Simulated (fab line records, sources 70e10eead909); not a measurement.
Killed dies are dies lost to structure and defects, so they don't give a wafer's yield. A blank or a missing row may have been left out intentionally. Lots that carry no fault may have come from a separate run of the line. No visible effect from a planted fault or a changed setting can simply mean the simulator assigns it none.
fab line records    flow nand-harc
[record] lots = 14  wafers = 40  last-day = 33
route steps=1302 shown A_DECK1_JOINT@528 A_ONON_D2@551 END@1302
lots that met no fault: taken from a fault-free run of the same line
start-h: hours from the record's first day to the start of the lot's first wafer shown    wait-h: hours elapsed since this lot's preceding step    " repeats the value in the row above    L1.1+2: several wafers, shown together as one row    - either no value or no given start    * or withheld: withheld    < > ~ a bound
route shown NAME@n: names a module that has steps shown in the file, with the first one's number in the route    usual: average and standard deviation across the fault-free wafers    same: alike in all rows    chamber/n: place in a boat    sites: per-site readings    _std_site: standard deviation across them    _edge_site: the outer-site mean with the inner-site mean subtracted    radius-mm: how far each site lies from the wafer's centre    mask NAME#n: copy n    behind: the tool/chamber that last shaped the wafer    hold: what put the lot on hold/how long, in hours/how the hold closed    device: which transistor (n, p or np) failed to switch    end of line: tests of these same wafers at the route's end    for a step that has no rows: nothing shown but its recipe    killed: dies that structure and defects cost at the first sort, which is not the same as the wafer's yield    map: per-die view of a wafer (x killed, . not killed, _ where there is no die)
set.NAME: the run value of the setting; set.NAME@STEP: its run value at that earlier step    model.NAME: the simulator's own value behind a step, which no gauge read
route steps across a sampled set of lots; one table per step, one row per wafer
services: from which hour (start-h, from the record's first day; less than 0 if before it) a tool's chamber was out of use, for how many hours, and why
[[steps]]
[step NHARC_A_DECK1_JOINT_THK_MEAS_14]
[recipe] thk-meas-gauge = ellipsometry
[usual] thk-nm = 51.1/2
lot.wafer  tool           chamber  start-h  wait-h  thk-nm
L180.1     film-metro-01  -        233.85   0.2     52.6
L180.3     "              -        "        "       53.8
L180.5     "              -        "        "       49.8
L181.2     film-metro-01  -        268.66   0.2     51.1
L181.3     "              -        "        "       52.5
L181.4     "              -        "        "       50.4
L182.1     film-metro-01  -        274.80   0.2     52.3
L182.3     "              -        "        "       52.5
L182.4     "              -        "        "       54.0
L183.1     film-metro-02  -        294.01   0.2     51.5
L183.2     "              -        "        "       51.0
L183.6     "              -        "        "       49.6
L184.2     film-metro-02  -        294.16   0.2     50.4
L184.4     "              -        "        "       48.8
L184.6     "              -        "        "       47.1
L186.1     film-metro-02  -        301.70   0.2     49.3
L186.4     "              -        "        "       50.3
L186.5     "              -        "        "       48.6
L189.3     film-metro-02  -        340.59   0.2     51.2
L189.5     "              -        "        "       53.3
L191.2     film-metro-01  -        363.28   0.2     49.2
L191.3     "              -        "        "       52.5
L192.1     film-metro-01  -        371.66   0.2     49.2
L192.3     "              -        "        "       49.5
L192.4     "              -        "        "       48.3
L198.4     film-metro-02  -        424.88   0.2     50.0
L198.5     "              -        "        "       50.6
L198.6     "              -        "        "       51.3
L200.1     film-metro-02  -        443.54   0.2     50.0
L200.4     "              -        "        "       54.1
L200.5     "              -        "        "       51.1
L201.1     film-metro-02  -        457.54   0.2     47.5
L201.3     "              -        "        "       48.4
L201.5     "              -        "        "       50.1
L202.1     film-metro-02  -        464.97   0.2     52.9
L202.4     "              -        "        "       51.5
L202.6     "              -        "        "       51.8
L203.1     film-metro-02  -        484.27   0.2     51.5
L203.3     "              -        "        "       49.9
L203.4     "              -        "        "       48.1
[step NHARC_A_DECK1_JOINT_CMP_02]
[recipe] material = SiOx
[usual] edge-zone-pressure-frac = 1.000/0.0045  motor-current-A = 12.5/1.6
lot.wafer  tool    chamber  start-h  wait-h  edge-zone-pressure-frac  motor-current-A
L180.1     cmp-04  3        260.83   0.4     1.003                    11.3
L180.3     "       0        "        "       1.001                    10.6
L180.5     "       3        "        "       1.008                    11.0
L181.2     cmp-03  3        289.81   0.4     1.004                    12.2
L181.3     "       0        "        "       1.008                    13.2
L181.4     "       1        "        "       1.010                    14.1
L182.4     cmp-03  3        297.60   0.4     1.003                    11.8
L182.3     "       0        "        "       0.995                    13.4
L182.1     "       2        "        "       0.993                    11.3
L183.2     cmp-04  1        324.19   0.4     0.998                    15.9
L183.1     "       2        "        "       0.997                    13.0
L183.6     "       2        "        "       1.000                    13.9
L184.4     cmp-03  3        324.24   0.4     0.996                    12.6
L184.2     "       0        "        "       0.992                    13.4
L184.6     "       1        "        "       1.000                    14.4
L186.4     cmp-03  1        327.87   0.4     1.004                    13.7
L186.1     "       2        "        "       0.999                    11.2
L186.5     "       0        "        "       0.997                    13.4
L189.3     cmp-01  1        363.19   0.4     1.006                    13.4
L189.5     "       0        "        "       1.001                    10.9
L191.2     cmp-01  2        385.41   0.4     0.990                    14.1
L191.3     "       0        "        "       1.003                    10.2
L192.4     cmp-01  0        401.53   0.4     1.005                    10.5
L192.1     "       1        "        "       1.007                    13.6
L192.3     "       2        "        "       1.002                    12.7
L198.4     cmp-01  1        450.73   0.4     1.001                    12.9
L198.5     "       1        "        "       1.007                    13.4
L198.6     "       2        "        "       0.999                    12.8
L200.4     cmp-01  2        466.90   0.4     1.003                    13.5
L200.1     "       1        "        "       1.001                    13.6
L200.5     "       2        "        "       1.004                    12.9
L201.1     cmp-03  2        479.56   0.4     0.997                    10.9
L201.3     "       3        "        "       0.992                    11.8
L201.5     "       1        "        "       1.002                    14.0
L202.4     cmp-01  0        487.13   0.4     0.997                    11.1
L202.1     "       1        "        "       1.006                    13.5
L202.6     "       3        "        "       0.999                    10.9
L203.1     cmp-04  3        514.51   0.4     0.994                    11.0
L203.3     "       1        "        "       1.008                    15.5
L203.4     "       2        "        "       0.996                    13.1
[step NHARC_A_ONON_D2_DEP_09]
[recipe] target-thk-a = 10000  n2-flow-sccm = 2750  n2o-flow-sccm = 2000  nh3-flow-sccm = 500  sih4-flow-sccm = 210  temp-c = 400
lot.wafer   tool           chamber  start-h  wait-h
L180.1+3+5  pecvd-onon-01  0        263.39   0.1
L181.2+3+4  pecvd-onon-01  0        292.34   0.1
L182.1+3+4  pecvd-onon-01  0        300.06   0.1
L183.1+2+6  pecvd-onon-01  0        326.66   0.1
L184.2+4+6  pecvd-onon-03  0        326.72   0.1
L186.1+4+5  pecvd-onon-02  0        330.29   0.1
L189.3+5    pecvd-onon-03  0        365.75   0.2
L191.2+3    pecvd-onon-03  0        387.93   0.1
L192.1+3+4  pecvd-onon-03  0        404.00   0.1
L198.4+5+6  pecvd-onon-02  0        453.60   0.2
L200.1+4+5  pecvd-onon-03  0        469.38   0.1
L201.1+3+5  pecvd-onon-03  0        482.01   0.1
L202.1+4+6  pecvd-onon-03  0        489.55   0.1
L203.1+3+4  pecvd-onon-03  0        516.97   0.1
[step NHARC_A_ONON_D2_THK_MEAS_11]
[recipe] thk-meas-gauge = ellipsometry
[usual] thk-nm = 1001/7.9
lot.wafer  tool           chamber  start-h  wait-h  thk-nm
L180.1     film-metro-01  -        263.90   -       1000
L180.3     "              -        "        "       1003
L180.5     "              -        "        "       1003
L181.2     film-metro-01  -        292.79   -       1004
L181.3     "              -        "        "       1003
L181.4     "              -        "        "       1004
L182.1     film-metro-02  -        300.57   -       997
L182.3     "              -        "        "       996
L182.4     "              -        "        "       995
L184.2     film-metro-01  -        327.17   -       1008
L184.4     "              -        "        "       1009
L184.6     "              -        "        "       1009
L183.1     film-metro-01  -        327.19   -       990
L183.2     "              -        "        "       993
L183.6     "              -        "        "       991
L186.1     film-metro-01  -        330.80   -       998
L186.4     "              -        "        "       997
L186.5     "              -        "        "       996
L189.3     film-metro-01  -        366.15   -       542
L189.5     "              -        "        "       1015
L191.2     film-metro-02  -        388.38   -       530
L191.3     "              -        "        "       530
L192.1     film-metro-01  -        404.51   -       997
L192.3     "              -        "        "       522
L192.4     "              -        "        "       994
L198.4     film-metro-01  -        453.94   -       1010
L198.5     "              -        "        "       1008
L198.6     "              -        "        "       1009
L200.1     film-metro-01  -        469.89   -       997
L200.4     "              -        "        "       997
L200.5     "              -        "        "       997
L201.1     film-metro-01  -        482.52   -       987
L201.3     "              -        "        "       987
L201.5     "              -        "        "       987
L202.1     film-metro-01  -        490.06   -       1009
L202.4     "              -        "        "       1007
L202.6     "              -        "        "       1009
L203.1     film-metro-01  -        517.48   -       1017
L203.3     "              -        "        "       1019
L203.4     "              -        "        "       1019
[step NHARC_A_ONON_D2_DEP_33]
[recipe] target-thk-a = 2000  temp-c = 400  pressure-torr = 6.5  rf-w = 900  teos-flow-sccm = 161.4  flow-sccm = 2650  target-thk-nm = 200  gas = O2  material = SiO2
[usual] heater-power-outer-w = 300/68  heater-power-w = 544/110  rf-fwd-power-W = 898.2/2.6  throttle-valve-pct = 15.9/0.55
lot.wafer  tool      chamber  start-h  wait-h  heater-power-outer-w  heater-power-w  rf-fwd-power-W  throttle-valve-pct
L180.1     pecvd-01  2        274.88   0.1     359                   670             897.7           16.4
L180.3     "         1        "        "       350                   608             897.8           15.6
L180.5     "         2        "        "       371                   709             899.8           16.7
L181.2     pecvd-02  1        306.82   0.1     196                   399             897.8           16.0
L181.3     "         2        "        "       369                   707             898.0           14.5
L181.4     "         1        "        "       207                   425             897.6           16.1
L182.1     pecvd-04  1        312.18   0.1     207                   398             898.4           16.1
L182.3     "         0        "        "       369                   666             900.4           16.4
L182.4     "         2        "        "       422                   572             898.7           15.3
L186.1     pecvd-04  1        341.06   0.1     209                   415             898.1           16.0
L186.4     "         2        "        "       412                   570             898.6           15.6
L186.5     "         1        "        "       216                   401             900.2           16.3
L183.1     pecvd-02  0        341.15   0.1     225                   438             896.9           16.2
L183.2     "         1        "        "       176                   387             896.4           15.7
L183.6     "         1        "        "       186                   395             898.8           16.0
L184.2     pecvd-01  0        341.30   0.1     236                   411             891.0           15.7
L184.6     "         1        "        "       301                   564             899.9           15.6
L184.4     "         0        "        "       242                   447             894.4           15.9
L189.3     pecvd-02  2        377.78   0.1     319                   638             901.9           14.5
L189.5     "         1        "        "       263                   510             895.1           16.1
L191.3     pecvd-01  2        399.26   0.3     278                   554             898.6           16.2
L191.2     "         0        "        "       318                   547             897.2           16.1
L192.1     pecvd-04  2        414.76   0.1     401                   567             896.2           15.6
L192.3     "         0        "        "       293                   573             898.3           16.6
L192.4     "         0        "        "       312                   600             897.0           16.4
L198.5     pecvd-01  0        464.36   0.2     330                   551             897.5           16.0
L198.6     "         1        "        "       382                   691             900.6           15.7
L198.4     "         2        "        "       380                   700             894.0           16.3
L200.1     pecvd-04  0        480.24   0.1     383                   690             896.3           16.4
L200.5     "         1        "        "       203                   390             899.1           15.7
L200.4     "         2        "        "       273                   405             901.2           14.7
L201.3     pecvd-04  0        495.90   0.1     309                   577             901.9           16.8
L201.1     "         2        "        "       304                   442             898.1           14.7
L201.5     "         0        "        "       317                   593             898.8           16.5
L202.1     pecvd-02  0        500.80   0.1     229                   428             897.4           16.8
L202.4     "         1        "        "       253                   476             896.3           16.1
L202.6     "         2        "        "       308                   608             899.5           15.1
L203.3     pecvd-02  2        527.75   0.1     392                   715             896.4           15.2
L203.1     "         1        "        "       200                   398             900.6           16.1
L203.4     "         2        "        "       396                   748             897.6           15.5
[step NHARC_END_SORT_01]
[recipe] temp-c = 25
[usual] killed-at-array = 64/20  killed-at-other = 0.7/1.1  killed-at-periphery = 3.6/2.7  killed-dies = 68/20  killed-open = 2.8/1.9  killed-short = 2.3/1.5
[same] gross-dies = 677
lot.wafer  tool       chamber  start-h  wait-h  killed-at-array  killed-at-other  killed-at-periphery  killed-dies  killed-open  killed-short
L189.3     prober-01  0        654.94   3.1     672              0                5                    677          3            0
L189.5     prober-01  0        656.56   3.7     56               0                2                    58           4            2
L192.1     prober-02  0        688.77   2.5     55               0                2                    57           3            2
L192.3     prober-02  0        690.39   3.1     675              0                2                    677          0            1
L192.4     prober-02  0        691.20   3.4     67               1                2                    70           3            1
L191.2     prober-01  0        689.58   2.8     669              1                7                    677          2            1
L191.3     prober-01  0        690.39   3.1     674              0                3                    677          2            1
// killed by level:class
L189.3 A_ONON_D2:area-dep=616 A_CHANNEL_HOLE_D1:chamber-film-flake=29 A_CHANNEL_HOLE_D2:chamber-film-flake=14 A_SLIT:chamber-film-flake=5 P_STI:chamber-film-flake=3 A_STAIRCASE:chamber-film-flake=2 A_M0:chamber-film-flake=2 A_CHANNEL_FILL_D1:geometric-particle:open=1
L189.5 A_CHANNEL_HOLE_D1:chamber-film-flake=28 A_CHANNEL_HOLE_D2:chamber-film-flake=14 A_SLIT:chamber-film-flake=3 A_CONTACT:chamber-film-flake=3 A_SOURCE_PLATE:geometric-particle:short=1 A_CHANNEL_HOLE_D1:geometric-particle:open=1 A_M0:geometric-particle:short=1 A_BLC:geometric-particle:open=1
L192.1 A_SLIT:chamber-film-flake=26 A_CHANNEL_HOLE_D2:chamber-film-flake=15 A_STAIRCASE:chamber-film-flake=3 A_CONTACT:chamber-film-flake=2 A_CHANNEL_HOLE_D1:chamber-film-flake=2 A_ONON_D1:geometric-particle:short=1 A_CHANNEL_HOLE_D1:geometric-particle:short=1 A_ONON_D2:geometric-particle:open=1
L191.2 A_ONON_D2:area-dep=611 A_CHANNEL_HOLE_D1:chamber-film-flake=27 A_CHANNEL_HOLE_D2:chamber-film-flake=14 A_CONTACT:chamber-film-flake=4 P_GATE:chamber-film-flake=3 A_DECK1_JOINT:chamber-film-flake=3 P_STI:chamber-film-flake=2 A_STAIRCASE:chamber-film-flake=2
L191.3 A_ONON_D2:area-dep=610 A_CHANNEL_HOLE_D1:chamber-film-flake=28 A_CHANNEL_HOLE_D2:chamber-film-flake=21 A_SLIT:chamber-film-flake=3 A_CONTACT:chamber-film-flake=3 P_GATE:chamber-film-flake=2 A_DECK1_JOINT:chamber-film-flake=2 A_STAIRCASE:chamber-film-flake=2
L192.3 A_ONON_D2:area-dep=602 A_SLIT:chamber-film-flake=36 A_CHANNEL_HOLE_D2:chamber-film-flake=21 A_CHANNEL_HOLE_D1:chamber-film-flake=9 A_STAIRCASE:chamber-film-flake=3 A_CHANNEL_FILL_D2:geometric-particle:short=1 P_ZERO_WELL:chamber-film-flake=1 P_GATE:chamber-film-flake=1
L192.4 A_SLIT:chamber-film-flake=26 A_CHANNEL_HOLE_D2:chamber-film-flake=20 A_CHANNEL_HOLE_D1:chamber-film-flake=6 A_STAIRCASE:chamber-film-flake=6 A_M1:chamber-film-flake=3 P_BONDPAD:chamber-film-flake=2 A_DECK1_JOINT:geometric-particle:short=1 A_WL_FILL:geometric-particle:open=1
[[services]]
tool           chamber  start-h  hours  kind
pecvd-04       2        260.84   4.9    repair
cmp-03         -        263.19   4.0    pm
pecvd-04       -        269.01   13.0   pm
cmp-03         -        272.60   1.9    repair
cmp-01         -        272.84   5.5    repair
cmp-01         -        293.60   4.0    pm
pecvd-onon-03  -        296.34   9.2    repair
pecvd-04       -        306.62   2.9    repair
cmp-03         -        311.31   1.9    repair
pecvd-02       2        347.15   4.2    repair
cmp-01         -        348.20   0.5    repair
cmp-03         -        361.19   4.0    pm
pecvd-onon-03  -        361.72   3.8    repair
cmp-03         -        379.82   3.4    repair
cmp-03         -        389.47   0.9    repair
cmp-01         -        391.60   4.0    pm
pecvd-onon-03  -        408.19   13.0   pm
pecvd-04       -        450.14   13.0   pm
cmp-03         -        459.19   4.0    pm
cmp-03         -        471.48   1.1    repair
cmp-03         -        487.95   1.4    repair
cmp-01         -        489.60   4.0    pm
cmp-03         -        507.61   4.1    repair
pecvd-04       -        521.73   0.7    repair
[[key]]
[first-sign] step = NHARC_A_ONON_D2_THK_MEAS_11  reading = thk-nm  direction = down  sigmas = 59  usual = 1001  struck = 531
[effect] step = NHARC_END_SORT_01  reading = killed-dies  direction = up  sigmas = 31  usual = 68  struck = 677
[more-kills-born-at] NHARC_A_ONON_D2_DEP_09@pecvd-onon-03 = 2439
met-at NHARC_A_ONON_D2_DEP_09
struck-lots L189,L191,L192
struck-wafers L189.3,L191.2,L191.3,L192.3
later-rows-left-out L189.3,L191.2,L191.3,L192.3
tester-left-out L189,L191,L192
not-acting-at NHARC_A_DECK1_JOINT_THK_MEAS_14,NHARC_A_DECK1_JOINT_CMP_02,NHARC_A_ONON_D2_DEP_33
onset-between 326.72 365.75
[fault] kind = process-parameter-drift  tool = pecvd-onon-03  chamber = -  onset-h = 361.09  steps = NHARC_A_ONON_D2_DEP_09  channel = target-thk-a  offset = *  shape = step  end-h = 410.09  scope = struck-wafers-only  acts-in = *  stated = *
// tester-left-out: of these lots the tester's yield and bins aren't shown, on N5 and GAA mostly nor the transistor test; their killed dies are dies lost to structure and defects alone, not to doping, threshold or leakage, so they don't give the yield
// later-rows-left-out: the simulator's readings of these wafers behind a module that went badly wrong aren't trusted and aren't shown, but for the sort
